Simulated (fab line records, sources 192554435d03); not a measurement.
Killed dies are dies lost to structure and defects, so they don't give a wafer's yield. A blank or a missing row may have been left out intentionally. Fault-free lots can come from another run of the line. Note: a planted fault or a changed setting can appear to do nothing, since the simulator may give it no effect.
fab line records    flow n5-finfet
record lots=5  wafers=15  last-day=16
route steps=1938 shown SDB@348 BEOL_M4@1111 PASSIVATION@1936
lots with no fault: from the same line, run without faults
start-h: the number of hours between the record's first day and the start of the first shown wafer of the lot    wait-h: hours elapsed since this lot's preceding step    " identical to the entry in the row above    L1.1+2: one row covering several wafers at once    - either no value or no given start    * or withheld: withheld    < > ~ a bound
route shown NAME@n: NAME is a module with steps in the file, n the number in the route of the first one    usual: mean/standard deviation of fault-free wafers    same: alike in all rows    chamber/n: place in a boat    sites: readings site by site    _std_site: the values' standard deviation    _edge_site: outer sites' mean less inner sites'    radius-mm: for every site, how far away it sits from the centre of the wafer    mask NAME#n: copy n    behind: the last tool/chamber to shape the wafer    hold: reason for holding the lot/hours on hold/outcome of the hold    device: the n, p or np transistor that did not switch    end of line: the tests these same wafers got at the end of their route    a step without rows: its recipe alone    killed: not the wafer's yield, but the dies lost to structure and defects at the first sort    map: the dies of a wafer, with x for killed, . for not killed, _ for no die there
set.NAME: the setting as run; set.NAME@STEP: as run at that earlier step    model.NAME: the simulator's own value behind a step, which no gauge read
lots at some steps of the route; a table a step, a row a wafer
services: the hour from which a tool's chamber was out of use, counted from the record's first day as start-h (under 0 if before that day), plus the number of hours and why
## steps
# step N5_SDB_COAT_03
# recipe resist=SOC  temp-c=250  time-s=60  spin-rpm=1500  resist-thk-nm=100
# step N5_SDB_COAT_04
# recipe resist=SiARC  temp-c=220  time-s=60  spin-rpm=1500  resist-thk-nm=18
# step N5_SDB_COAT_05
# recipe resist=CAR-ArF  spin-rpm=1500  resist-thk-nm=90
# step N5_SDB_EBR_07
# recipe solvent=PGMEA  ebr-width-mm=1.5
# step N5_SDB_SOFTBAKE_06
# recipe temp-c=110  time-s=60  resist=CAR-ArF
# step N5_SDB_EXPOSE_08
# recipe mask-id=SDB  na=1.35  source-shape=conventional  sigma-outer=0.5  polarization=unpolarized  dose-mj=49.6
# step N5_SDB_PEB_09
# recipe peb-temp-c=withheld  peb-time-s=60  resist=CAR-ArF
# step N5_SDB_DEVELOP_10
# recipe develop-time-s=30  developer=TMAH  resist=CAR-ArF  rinse-liquid=diw  dry=air-spin  dev-temp-c=23
# step N5_SDB_DESCUM_16
# recipe chemistry=O2  time-s=7.9  source-power-w=50  bias-power-w=20  pressure-mtorr=20  rf-frequency-hz=2.712e+07  temp-c=40  resist=CAR-ArF  o2-flow-sccm=225
# step N5_SDB_ETCH_17
# recipe chemistry=CF4  target=SiARC  target-depth-a=234  mask-material=CAR-ArF  time-s=39  ion-energy-ev=80  pressure-mtorr=40  source-w=545  bias-w=36  Ar_flow_sccm=100  cf4-flow-sccm=100  ends=cleared
# usual bias-w=36.01/0.1  cf4-flow-sccm=99.98/0.29  drypump-motor-current-A=5.7/0.43  etch-rf-on-time-s=38.8/1.1  oes-product-au=0.66/0.084  rf-vpp-V=184.5/1.2  showerhead-plenum-p-Torr=2.18/0.056  throttle-valve-pct=15.68/0.23
lot.wafer  tool         chamber  start-h  wait-h  bias-w  cf4-flow-sccm  drypump-motor-current-A  etch-rf-on-time-s  oes-product-au  rf-hours-counter-h  rf-vpp-V  showerhead-plenum-p-Torr  throttle-valve-pct  model.CAR-ArF_of_SDB_COAT_05.thk-nm
L666.2     rie-diel-04  0        102.57   0.0     36.02   99.92          5.3                      39.2               0.59            218                 184.6     2.20                      15.94               67
L666.5     "            0        "        "       35.97   100.24         5.3                      39.2               0.60            -                   184.8     2.20                      15.94               67
L666.6     "            3        "        "       35.95   100.14         5.3                      37.3               0.64            -                   183.7     2.13                      15.90               66.6
L670.1     rie-diel-06  0        126.83   0.0     -       -              -                        -                  -               -                   -         -                         -                   83.4
L670.3     "            2        "        "       -       -              -                        -                  -               -                   -         -                         -                   83.2
L670.5     "            1        "        "       -       -              -                        -                  -               -                   -         -                         -                   83.4
L671.3     rie-diel-05  3        130.25   0.0     -       -              -                        -                  -               -                   -         -                         -                   83.2
L671.4     "            2        "        "       -       -              -                        -                  -               -                   -         -                         -                   83.4
L671.5     "            1        "        "       -       -              -                        -                  -               -                   -         -                         -                   83
L672.1     rie-diel-04  3        139.83   0.0     -       -              -                        -                  -               -                   -         -                         -                   83.4
L672.3     "            0        "        "       -       -              -                        -                  -               -                   -         -                         -                   83.6
L672.4     "            1        "        "       -       -              -                        -                  -               -                   -         -                         -                   83.2
L673.1     rie-diel-05  2        145.00   0.0     36.17   99.32          5.7                      38.9               0.67            111                 186.7     2.25                      15.61               67
L673.4     "            3        "        "       35.90   100.07         6.1                      40.0               0.59            221                 183.8     2.11                      15.81               66.8
L673.5     "            2        "        "       36.15   99.84          5.7                      38.7               0.67            -                   185.5     2.25                      15.63               67
# step N5_SDB_ETCH_18
# recipe chemistry=N2/H2  target=SOC  target-depth-a=1000  overetch-a=200  mask-material=SiARC  temp-c=40  time-s=150  ion-energy-ev=200  pressure-mtorr=30  source-w=840  bias-w=150  n2-flow-sccm=200  h2-flow-sccm=200
# usual bias-w=150.0/0.46  chamber-pressure-mTorr=30.01/0.03  drypump-motor-current-A=5.7/0.43  oes-product-au=0.69/0.082  rf-vpp-V=524.8/2.2  showerhead-plenum-p-Torr=2.58/0.079  throttle-valve-pct=17.84/0.27
lot.wafer  tool         chamber  start-h  wait-h  bias-w  chamber-pressure-mTorr  drypump-motor-current-A  oes-product-au  rf-hours-counter-h  rf-vpp-V  showerhead-plenum-p-Torr  throttle-valve-pct
L666.2     rie-diel-04  0        102.60   0.0     150.2   30.03                   5.3                      0.62            218                 526.2     2.60                      18.07
L666.5     "            0        "        "       150.4   30.02                   5.3                      0.63            -                   525.0     2.60                      18.06
L666.6     "            3        "        "       149.4   29.99                   5.3                      0.65            -                   524.0     2.51                      17.93
L670.1     rie-diel-06  0        126.86   0.0     149.7   30.00                   5.3                      0.26            188                 520.5     2.41                      17.71
L670.3     "            2        "        "       149.9   29.99                   6.4                      0.26            255                 525.8     2.59                      17.73
L670.5     "            1        "        "       149.9   30.03                   6.5                      0.26            -                   524.9     2.60                      17.66
L671.3     rie-diel-05  3        130.29   0.0     150.0   29.99                   6.1                      0.26            214                 522.3     2.53                      18.12
L671.4     "            2        "        "       150.1   30.00                   5.7                      0.29            -                   526.6     2.69                      17.90
L671.5     "            1        "        "       150.3   30.00                   6.1                      0.33            -                   525.2     2.60                      17.33
L672.1     rie-diel-04  3        139.86   0.0     150.1   30.01                   5.3                      0.27            217                 523.4     2.51                      17.90
L672.3     "            0        "        "       149.5   30.09                   5.3                      0.26            231                 526.0     2.60                      18.02
L672.4     "            1        "        "       150.4   30.03                   5.4                      0.27            217                 526.6     2.64                      18.12
L673.1     rie-diel-05  2        145.03   0.0     151.3   30.08                   5.7                      0.70            112                 527.1     2.69                      17.98
L673.4     "            3        "        "       149.2   30.00                   6.1                      0.63            221                 524.8     2.53                      18.18
L673.5     "            2        "        "       149.8   29.99                   5.7                      0.70            -                   526.9     2.69                      17.98
# step N5_SDB_STRIP_19
# recipe chemistry=N2/H2  temp-c=40  n2-flow-sccm=200  h2-flow-sccm=200  rf-frequency-hz=6e+07
# step N5_SDB_STRIP_21
# recipe chemistry=CF4  resist=SiARC  power-w=300  bias-power-w=75  pressure-mtorr=50  cf4-flow-sccm=150  rf-frequency-hz=6e+07
# step N5_SDB_HM_OPEN_20
# recipe chemistry=CH3F/O2  target=SiNx  mask-material=SOC  target-depth-a=240  stop-on=poly-Si  over-etch-frac=0.4  ion-energy-ev=120  pressure-mtorr=30  source-w=395  bias-w=73  Ar_flow_sccm=150  CH3F_flow_sccm=30  O2_flow_sccm=20
# usual drypump-motor-current-A=5.7/0.43  oes-product-au=0.63/0.074  rf-vpp-V=300/13  showerhead-plenum-p-Torr=2.03/0.051  throttle-valve-pct=16.38/0.26
lot.wafer  tool         chamber  start-h  wait-h  drypump-motor-current-A  oes-product-au  rf-hours-counter-h  rf-vpp-V  showerhead-plenum-p-Torr  throttle-valve-pct
L666.2     rie-diel-04  0        102.76   0.0     5.3                      0.57            218                 312       2.07                      16.74
L666.5     "            0        "        "       5.3                      0.59            -                   311       2.07                      16.74
L666.6     "            3        "        "       5.4                      0.60            -                   273       1.98                      16.59
L670.1     rie-diel-06  0        127.02   0.0     5.4                      0.26            188                 285       1.93                      16.51
L670.3     "            2        "        "       6.4                      0.26            255                 315       2.03                      16.36
L670.5     "            1        "        "       6.5                      0.27            -                   310       2.06                      16.34
L671.3     rie-diel-05  3        130.45   0.0     6.1                      0.26            215                 296       1.97                      16.46
L671.4     "            2        "        "       5.7                      0.30            -                   307       2.09                      16.18
L671.5     "            1        "        "       6.1                      0.34            -                   297       2.05                      15.91
L672.1     rie-diel-04  3        140.02   0.0     5.3                      0.27            217                 272       1.98                      16.57
L672.3     "            0        "        "       5.3                      0.26            231                 311       2.07                      16.72
L672.4     "            1        "        "       5.4                      0.27            217                 294       2.05                      16.32
L673.1     rie-diel-05  2        145.19   0.0     5.7                      0.62            112                 308       2.08                      16.23
L673.4     "            3        "        "       6.1                      0.57            221                 297       1.97                      16.51
L673.5     "            2        "        "       5.7                      0.64            -                   308       2.08                      16.24
# step N5_SDB_STRIP_22
# recipe chemistry=N2/H2  power-w=1000  temp-c=250  h2-frac=0.65  overash-fraction=0.3  pressure-mtorr=withheld  n2-flow-sccm=1750  h2-flow-sccm=3250
# step N5_BEOL_M4_RC_MEAS_101
# usual DIBL_N=36.1/2  DIBL_P=36.3/2.5  IOFF_N=0.16/0.037  IOFF_P=0.21/0.039  ION_N=678/15  ION_P=465/8.7  SS_N=71.4/0.7  SS_P=73.3/0.74  VT_N=249/3.6  VT_P=-250.0/2.9
lot.wafer  tool       chamber  start-h  wait-h  DIBL_N[mV/V]  DIBL_P[mV/V]  IOFF_N[nA/um]  IOFF_P[nA/um]  ION_N[uA/um]  ION_P[uA/um]  SS_N[mV/dec]  SS_P[mV/dec]  VT_N[mV]  VT_P[mV]
L666.2     prober-01  0        198.62   0.3     35.9          36.7          0.17           0.19           696           466           71.3          73.4          249       -250.6
L666.5     "          0        "        "       33.3          33.6          0.12           0.16           678           460           70.2          72.2          251       -255.6
L666.6     "          0        "        "       34.7          36.6          0.15           0.21           692           477           71.9          73.4          248       -249.1
L673.1     prober-02  0        275.10   0.0     38.8          40.3          0.20           0.24           696           481           72.3          73.9          246       -247.9
L673.4     "          0        "        "       40.2          42.1          0.24           0.29           681           465           72.8          74.5          246       -248.6
L673.5     "          0        "        "       38.7          39.6          0.20           0.23           691           470           71.6          74.2          245       -248.5
# step N5_PASSIVATION_PROBE_49
# usual defect-limited-yield=91.1/1.3  killed_at_M0_to_M3=32/9.7  killed_at_M4_up=16/6  killed-at-contacts=12/5.9  killed-at-front-end=41/11  killed-at-other=4/3.1  killed-dies=104/16  killed-on-rim=14/4  killed-open=68/12  killed-short=34/7.4  sort_bin_5_function=5.1/0.85  sort_bin_6_memory=3.3/0.66  sort_bin_8_speed=0.1/0.53  sort-n-pass=1075/16  sort-yield-pct=91.1/1.4
# same gross-dies=1180  killed-at-back-side=0  sort_bin_4_leakage[%]=0
lot.wafer  tool       chamber  start-h  wait-h  defect-limited-yield[%]  killed_at_M0_to_M3  killed_at_M4_up  killed-at-contacts  killed-at-front-end  killed-at-other  killed-dies  killed-on-rim  killed-open  killed-short  sort_bin_5_function[%]  sort_bin_6_memory[%]  sort_bin_8_speed[%]  sort-n-pass  sort-yield-pct[%]
L670.1     prober-02  -        346.92   0.0     0                        28                  14               13                  1117                 8                1180         152            67           34            96.8                    2.9                   0                    0            0
L670.3     prober-02  -        347.02   0.1     0                        23                  13               9                   1130                 5                1180         152            47           26            97.1                    2.8                   0                    0            0
L670.5     prober-02  -        347.12   0.2     0                        29                  10               16                  1122                 3                1180         152            67           25            96.1                    3.6                   0                    0            0
L671.3     prober-02  -        366.05   0.1     0                        26                  13               13                  1120                 8                1180         152            73           42            96.4                    3.4                   0                    0            0
L671.4     prober-02  -        366.10   0.2     0                        27                  21               13                  1117                 2                1180         152            102          23            96.3                    3.6                   0                    0            0
L671.5     prober-02  -        366.15   0.2     0                        38                  13               22                  1104                 3                1180         152            89           40            95.1                    4.7                   0                    0            0
L672.1     prober-01  -        367.56   0.0     0                        37                  9                2                   1123                 9                1180         152            78           36            95.8                    3.7                   0                    0            0
L672.3     prober-01  -        367.66   0.1     0                        38                  9                6                   1122                 5                1180         152            68           29            97.0                    2.6                   0                    0            0
L672.4     prober-01  -        367.71   0.2     0                        27                  11               4                   1133                 5                1180         152            67           24            96.3                    3.5                   0                    0            0
# killed by level:class
L670.1 SDB:area-etch=1075 MOL_CONTACT_COAG:geometric-particle:open=11 FIN_SAQP:geometric-particle:short=10 STI_FIN_REVEAL:geometric-particle:open=6 DUMMY_GATE:geometric-particle:open=6 BEOL_M0_SAQP:geometric-particle:short=6 BEOL_M1:geometric-particle:open=6 BEOL_M2:geometric-particle:open=6
L670.3 SDB:area-etch=1103 BEOL_M1:geometric-particle:open=7 FIN_SAQP:geometric-particle:open=6 MOL_CONTACT_COAG:geometric-particle:open=6 BEOL_M0_SAQP:geometric-particle:open=4 BEOL_M2:geometric-particle:open=4 BEOL_M3:geometric-particle:open=3 STI_FIN_REVEAL:geometric-particle:open=3
L670.5 SDB:area-etch=1086 MOL_CONTACT_COAG:geometric-particle:open=14 BEOL_M2:geometric-particle:open=8 FIN_SAQP:geometric-particle:open=7 STI_FIN_REVEAL:geometric-particle:open=6 BEOL_M1:geometric-particle:open=6 SPACER0:geometric-particle:open=5 GATE_CUT:geometric-particle:short=5
L671.3 SDB:area-etch=1063 STI_FIN_REVEAL:geometric-particle:open=14 BEOL_M0_SAQP:geometric-particle:short=12 FIN_SAQP:geometric-particle:open=11 DUMMY_GATE:geometric-particle:open=10 MOL_CONTACT_COAG:geometric-particle:open=10 BEOL_M0_SAQP:geometric-particle:open=7 GATE_CUT:geometric-particle:short=6
L671.4 SDB:area-etch=1054 STI_FIN_REVEAL:geometric-particle:open=23 FIN_SAQP:geometric-particle:open=16 BEOL_M2:geometric-particle:open=12 MOL_CONTACT_COAG:geometric-particle:open=10 DUMMY_GATE:geometric-particle:open=7 BEOL_M4:geometric-particle:open=7 BEOL_M0_SAQP:geometric-particle:open=6
L671.5 SDB:area-etch=1051 MOL_CONTACT_COAG:geometric-particle:open=17 FIN_SAQP:geometric-particle:open=15 BEOL_M0_SAQP:geometric-particle:short=9 DUMMY_GATE:geometric-particle:open=8 BEOL_M0_SAQP:geometric-particle:open=8 BEOL_M1:geometric-particle:open=8 STI_FIN_REVEAL:geometric-particle:open=7
L672.1 SDB:area-etch=1065 FIN_SAQP:geometric-particle:open=18 BEOL_M2:geometric-particle:open=12 FIN_SAQP:geometric-particle:short=11 GATE_CUT:geometric-particle:open=8 BEOL_M0:geometric-particle:open=7 BEOL_M0_SAQP:geometric-particle:open=7 GATE_CUT:geometric-particle:short=6
L672.3 SDB:area-etch=1083 FIN_SAQP:geometric-particle:open=15 BEOL_M1:geometric-particle:open=8 FIN_SAQP:geometric-particle:short=7 BEOL_M2:geometric-particle:open=7 BEOL_M0_SAQP:geometric-particle:open=6 BEOL_M0:geometric-particle:open=5 STI_FIN_REVEAL:geometric-particle:open=4
L672.4 SDB:area-etch=1089 FIN_SAQP:geometric-particle:open=14 GATE_CUT:geometric-particle:open=7 BEOL_M2:geometric-particle:open=7 ILD0:geometric-particle:open=6 BEOL_M0_SAQP:geometric-particle:open=6 BEOL_M0_SAQP:geometric-particle:short=6 BEOL_M4:geometric-particle:open=6
# map L670.1 (x killed, . not)
_________________xxxxxxxxxxxx________________
______________xxxxxxxxxxxxxxxxxx_____________
___________xxxxxxxxxxxxxxxxxxxxxxxx__________
__________xxxxxxxxxxxxxxxxxxxxxxxxxx_________
________xxxxxxxxxxxxxxxxxxxxxxxxxxxxxx_______
_______xxxxxxxxxxxxxxxxxxxxxxxxxxxxxxxx______
______xxxxxxxxxxxxxxxxxxxxxxxxxxxxxxxxxx_____
_____xxxxxxxxxxxxxxxxxxxxxxxxxxxxxxxxxxxx____
____xxxxxxxxxxxxxxxxxxxxxxxxxxxxxxxxxxxxxx___
___xxxxxxxxxxxxxxxxxxxxxxxxxxxxxxxxxxxxxxxx__
___xxxxxxxxxxxxxxxxxxxxxxxxxxxxxxxxxxxxxxxx__
__xxxxxxxxxxxxxxxxxxxxxxxxxxxxxxxxxxxxxxxxxx_
__xxxxxxxxxxxxxxxxxxxxxxxxxxxxxxxxxxxxxxxxxx_
_xxxxxxxxxxxxxxxxxxxxxxxxxxxxxxxxxxxxxxxxxxxx
_xxxxxxxxxxxxxxxxxxxxxxxxxxxxxxxxxxxxxxxxxxxx
_xxxxxxxxxxxxxxxxxxxxxxxxxxxxxxxxxxxxxxxxxxxx
_xxxxxxxxxxxxxxxxxxxxxxxxxxxxxxxxxxxxxxxxxxxx
_xxxxxxxxxxxxxxxxxxxxxxxxxxxxxxxxxxxxxxxxxxxx
_xxxxxxxxxxxxxxxxxxxxxxxxxxxxxxxxxxxxxxxxxxxx
_xxxxxxxxxxxxxxxxxxxxxxxxxxxxxxxxxxxxxxxxxxxx
_xxxxxxxxxxxxxxxxxxxxxxxxxxxxxxxxxxxxxxxxxxxx
__xxxxxxxxxxxxxxxxxxxxxxxxxxxxxxxxxxxxxxxxxx_
__xxxxxxxxxxxxxxxxxxxxxxxxxxxxxxxxxxxxxxxxxx_
___xxxxxxxxxxxxxxxxxxxxxxxxxxxxxxxxxxxxxxxx__
___xxxxxxxxxxxxxxxxxxxxxxxxxxxxxxxxxxxxxxxx__
____xxxxxxxxxxxxxxxxxxxxxxxxxxxxxxxxxxxxxx___
_____xxxxxxxxxxxxxxxxxxxxxxxxxxxxxxxxxxxx____
______xxxxxxxxxxxxxxxxxxxxxxxxxxxxxxxxxx_____
_______xxxxxxxxxxxxxxxxxxxxxxxxxxxxxxxx______
________xxxxxxxxxxxxxxxxxxxxxxxxxxxxxx_______
__________xxxxxxxxxxxxxxxxxxxxxxxxxx_________
___________xxxxxxxxxxxxxxxxxxxxxxxx__________
______________xxxxxxxxxxxxxxxxxx_____________
_________________xxxxxxxxxxxx________________
# map L671.3 (x killed, . not)
_________________xxxxxxxxxxxx________________
______________xxxxxxxxxxxxxxxxxx_____________
___________xxxxxxxxxxxxxxxxxxxxxxxx__________
__________xxxxxxxxxxxxxxxxxxxxxxxxxx_________
________xxxxxxxxxxxxxxxxxxxxxxxxxxxxxx_______
_______xxxxxxxxxxxxxxxxxxxxxxxxxxxxxxxx______
______xxxxxxxxxxxxxxxxxxxxxxxxxxxxxxxxxx_____
_____xxxxxxxxxxxxxxxxxxxxxxxxxxxxxxxxxxxx____
____xxxxxxxxxxxxxxxxxxxxxxxxxxxxxxxxxxxxxx___
___xxxxxxxxxxxxxxxxxxxxxxxxxxxxxxxxxxxxxxxx__
___xxxxxxxxxxxxxxxxxxxxxxxxxxxxxxxxxxxxxxxx__
__xxxxxxxxxxxxxxxxxxxxxxxxxxxxxxxxxxxxxxxxxx_
__xxxxxxxxxxxxxxxxxxxxxxxxxxxxxxxxxxxxxxxxxx_
_xxxxxxxxxxxxxxxxxxxxxxxxxxxxxxxxxxxxxxxxxxxx
_xxxxxxxxxxxxxxxxxxxxxxxxxxxxxxxxxxxxxxxxxxxx
_xxxxxxxxxxxxxxxxxxxxxxxxxxxxxxxxxxxxxxxxxxxx
_xxxxxxxxxxxxxxxxxxxxxxxxxxxxxxxxxxxxxxxxxxxx
_xxxxxxxxxxxxxxxxxxxxxxxxxxxxxxxxxxxxxxxxxxxx
_xxxxxxxxxxxxxxxxxxxxxxxxxxxxxxxxxxxxxxxxxxxx
_xxxxxxxxxxxxxxxxxxxxxxxxxxxxxxxxxxxxxxxxxxxx
_xxxxxxxxxxxxxxxxxxxxxxxxxxxxxxxxxxxxxxxxxxxx
__xxxxxxxxxxxxxxxxxxxxxxxxxxxxxxxxxxxxxxxxxx_
__xxxxxxxxxxxxxxxxxxxxxxxxxxxxxxxxxxxxxxxxxx_
___xxxxxxxxxxxxxxxxxxxxxxxxxxxxxxxxxxxxxxxx__
___xxxxxxxxxxxxxxxxxxxxxxxxxxxxxxxxxxxxxxxx__
____xxxxxxxxxxxxxxxxxxxxxxxxxxxxxxxxxxxxxx___
_____xxxxxxxxxxxxxxxxxxxxxxxxxxxxxxxxxxxx____
______xxxxxxxxxxxxxxxxxxxxxxxxxxxxxxxxxx_____
_______xxxxxxxxxxxxxxxxxxxxxxxxxxxxxxxx______
________xxxxxxxxxxxxxxxxxxxxxxxxxxxxxx_______
__________xxxxxxxxxxxxxxxxxxxxxxxxxx_________
___________xxxxxxxxxxxxxxxxxxxxxxxx__________
______________xxxxxxxxxxxxxxxxxx_____________
_________________xxxxxxxxxxxx________________
## services
tool         chamber  start-h  hours  kind
rie-diel-06  0        80.80    5.8    repair
rie-diel-05  1        102.88   4.1    repair
rie-diel-06  3        109.47   -      clean
rie-diel-06  3        109.47   -      consumable-replace:focus-ring
rie-diel-06  3        109.47   17.5   scheduled-down
rie-diel-06  3        109.47   17.5   vent-cycle
rie-diel-05  0        124.16   -      clean
rie-diel-05  0        124.16   -      consumable-replace:focus-ring
rie-diel-05  0        124.16   14.1   scheduled-down
rie-diel-05  0        124.16   14.1   vent-cycle
rie-diel-06  2        127.08   -      clean
rie-diel-06  2        127.08   -      consumable-replace:focus-ring
rie-diel-06  2        127.08   14.0   scheduled-down
rie-diel-06  2        127.08   14.0   vent-cycle
## key
first-sign step=N5_SDB_ETCH_17  reading=tool-record  direction=missing
effect step=N5_SDB_ETCH_18  reading=oes-product-au  direction=down  sigmas=5  usual=0.69  struck=0.27
effect step=N5_SDB_HM_OPEN_20  reading=oes-product-au  direction=down  sigmas=4.7  usual=0.63  struck=0.28
effect step=N5_PASSIVATION_PROBE_49  reading=sort_bin_5_function  direction=up  sigmas=99+  usual=5.1  struck=96.3
model-effect step=N5_SDB_ETCH_17  value=CAR-ArF_of_SDB_COAT_05.thk-nm  without=66.49  struck=83.31
more-kills-born-at N5_SDB_ETCH_17@rie-diel-06=3264  N5_SDB_ETCH_17@rie-diel-04=3237  N5_SDB_ETCH_17@rie-diel-05=3168
met-at N5_SDB_ETCH_17
struck-wafers L670.1,L670.3,L670.5,L671.3,L671.4,L671.5,L672.1,L672.3,L672.4
later-rows-left-out L670.1,L670.3,L670.5,L671.3,L671.4,L671.5,L672.1,L672.3,L672.4
onset-between 102.57 126.83
fault kind=skipped-step-whole  tool=rie-diel-04,rie-diel-05,rie-diel-06  chamber=-  onset-h=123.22  steps=N5_SDB_ETCH_17  scope=struck-lots-only
# later-rows-left-out: the simulator's readings of these wafers behind a module that went badly wrong aren't trusted and aren't shown, but for the sort
